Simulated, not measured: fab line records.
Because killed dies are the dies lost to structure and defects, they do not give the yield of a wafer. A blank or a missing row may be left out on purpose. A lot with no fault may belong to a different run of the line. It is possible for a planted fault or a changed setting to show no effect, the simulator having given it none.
Comparing a struck lot with a sound one    flow n5 finfet    16 steps out of a route of 1938
Sound: these wafers, L208.1, L208.3, L208.4. Wafers struck: L198.1, L198.3, L198.5. The cause is named last.
Each step with rows lists, per side, the tool, then ch with its chambers, then its first start. Under that, the readings that differ: sound wafers    struck wafers    difference of the means    sigmas: that difference in standard deviations of wafers without a fault.
alike: a reading whose means differ by less than 2 such deviations, as well as words and numbers matching on both sides. not compared: withheld readings; readings where some wafer has no value; bounds like >300 that might hide an equal value; numbers whose values overlap and for which the record gives no deviation.
The two part at a step that has a row with sigmas, a row that says differs or no value, or rows on one side only. When numbers do not overlap yet have no deviation, they are printed without sigmas and do not part them. A reading missing from all wafers of one side parts the sides only when that side holds two or more wafers.

N5_WELL_APT_OVL_MEAS_09:
  sound on overlay-02 ch 0, day 4 19:38; struck on overlay-01 ch 0, day 2 07:43
  alike: NWELL_OVL
N5_WELL_APT_INSPECT_10: inspects for defects (macro).
  sound on defect inspect-02 at day 4 19:39; struck on defect inspect-02 at day 2 07:44
  alike: raw defect count
N5_WELL_APT_DESCUM_13: chemistry O2, time 7.9 s.
  sound on rie diel-06 ch 0,1,2, day 4 19:41; struck on rie diel-04 ch 0,1,2, day 2 07:46
  alike: bias power w, drypump motor current A, oes product au, rf vpp V, showerhead plenum p Torr, throttle valve pct
  not compared: rf hours counter h
then, 9 steps without rows for these wafers: N5_WELL_APT_IMPLANT_14; N5_WELL_APT_IMPLANT_15; N5_WELL_APT_STRIP_16 (strips in SPM, time 900 s); N5_WELL_APT_HMDS_18 (time 60 s); N5_WELL_APT_COAT_19 (resist thk 950 nm); N5_WELL_APT_EBR_21; N5_WELL_APT_SOFTBAKE_20 (time 60 s); N5_WELL_APT_EXPOSE_22 (exposes mask PWELL, defocus 0 nm, target cd 200 nm); N5_WELL_APT_PEB_23 (peb time 90 s).
N5_WELL_APT_DEVELOP_24: develop time 45 s.
  sound on litho track-05 ch 0, day 4 20:37; struck on litho track-05, day 2 08:49
  no value came back on the struck wafers for chill plate temp C (C), develop time s (s), exhaust pa (Pa); on the sound wafers chill plate temp C (C) reads 23.04 23.10 23.11
reading                                     sound            struck             difference  sigmas
model.coat_of_WELL_APT_COAT_19.thk nm (nm)  938 935.7 938.4  952.2 953.2 952.7  +15.3       
then, 1 step without rows for these wafers: N5_WELL_APT_HARDBAKE_29 (time 120 s).
N5_WELL_APT_CD_MEAS_25: target cd 200 nm.
  sound on cd sem-03 ch 0, day 4 20:43; struck on cd sem-03 ch 0, day 2 08:56
reading     sound              struck  difference                     sigmas
cd nm (nm)  194.9 201.5 201.5  - - -   no value on the struck wafers  
N5_WELL_APT_OVL_MEAS_26:
  sound on overlay-02 ch 0, day 4 20:45; struck on overlay-02 ch 0, day 2 08:58
reading         sound    struck  difference                     sigmas
PWELL_OVL (nm)  0 -2 -1  - - -   no value on the struck wafers  

WHERE THEY PART
Earliest at N5_WELL_APT_DEVELOP_24; latest, in this record, at N5_WELL_APT_OVL_MEAS_26.

WHY: whatever the simulator had introduced
At N5_WELL_APT_DEVELOP_24, the step was skipped entirely on litho track-05 from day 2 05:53 on. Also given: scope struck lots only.
